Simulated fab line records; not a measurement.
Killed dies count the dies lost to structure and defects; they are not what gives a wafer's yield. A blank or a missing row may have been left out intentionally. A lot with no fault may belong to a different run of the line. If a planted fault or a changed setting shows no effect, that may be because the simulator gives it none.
3 desks, one fault ; flow n5 finfet ; what lay behind the numbers comes last; until then each desk has only its own

== TOOL OWNER'S DESK, litho track-03 ==
The tool's own readings at N5_BEOL_M9_COAT_63 (time 60 s, resist thk 60 nm): means of the sampled wafers that have a number, for each lot that ran on this tool. Marked OUT: a lot whose mean sits more than 4 standard deviations from the usual mean, which makes it out of limits; the brackets give that distance.
Columns: A = spin speed rpm at N5_BEOL_M9_COAT_63, usual 1500.3 rpm
lot;first seen here;A
L612;day 11 11:17;1500.3
L616;day 11 22:07;1500.4
L621;day 13 09:26;1331.3 (-99 or more) OUT
L624;day 14 04:49;1331.6 (-99 or more) OUT
This desk finds L621, L624 out of limits, L621 being first, at day 13 09:26 (spin speed rpm at N5_BEOL_M9_COAT_63). In limits: L612, L616.

== FROM THE METROLOGY DESK ==
Lot by lot, what the gauges showed, no matter which tool ran the lot: averages of those sampled wafers that carry a number. Marked OUT: a lot whose mean sits more than 4 standard deviations from the usual mean, which makes it out of limits; the brackets give that distance.
Columns: A = M8_RS at N5_BEOL_M8_RS_MEAS_57, usual 0.286 ohm/sq
lot;first seen here;A
L609;day 9 08:44;0.281
L613;day 11 06:31;0.281
L612;day 11 06:56;0.282
L614;day 11 07:58;0.277
L616;day 11 17:44;0.289
L621;day 13 05:21;0.288
L624;day 14 00:13;0.289
L625;day 14 03:46;0.285
L628;day 14 16:22;0.291
L630;day 15 04:33;0.284
L631;day 15 19:15;0.290
L632;day 16 00:53;0.288
This desk's verdict: no lot among the 12 shows anything out of limits.

== THE DEFECT DESK ==
What the inspections along the route counted, lot by lot: means of the sampled wafers that have a number. Marked OUT: a lot whose mean sits more than 4 standard deviations from the usual mean, which makes it out of limits; the brackets give that distance.
Columns: A = raw defect count at N5_BEOL_M8_INSPECT_58, usual 70
lot;first seen here;A
L609;day 9 08:46;76
L613;day 11 06:32;70
L612;day 11 06:57;74
L614;day 11 07:59;42
L616;day 11 17:45;67
L621;day 13 05:22;77
L624;day 14 00:14;68
L625;day 14 03:47;61
L628;day 14 16:24;74
L630;day 15 04:34;56
L631;day 15 19:16;75
L632;day 16 00:54;69
This desk's verdict: no lot among the 12 shows anything out of limits.

== PUT TOGETHER ==
An alarm could have come from the tool owner's desk at day 13 09:26, on L621, L624.
The metrology desk saw nothing out of limits.
Nothing out of limits was seen by the defect desk.
The metrology desk has L621, L624 on record, within its limits.
The defect desk has L621, L624 on record, within its limits.
On litho track-03, each named lot ran N5_BEOL_M9_COAT_63.

== WHAT HAD BEEN PUT IN BY THE SIMULATOR ==
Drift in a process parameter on litho track-03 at N5_BEOL_M9_COAT_63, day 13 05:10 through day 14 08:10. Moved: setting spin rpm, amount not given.
Lots struck among those shown: L621, L624.
Each desk's first reading out of limits, in hours after the fault started: the tool owner's desk, 4.
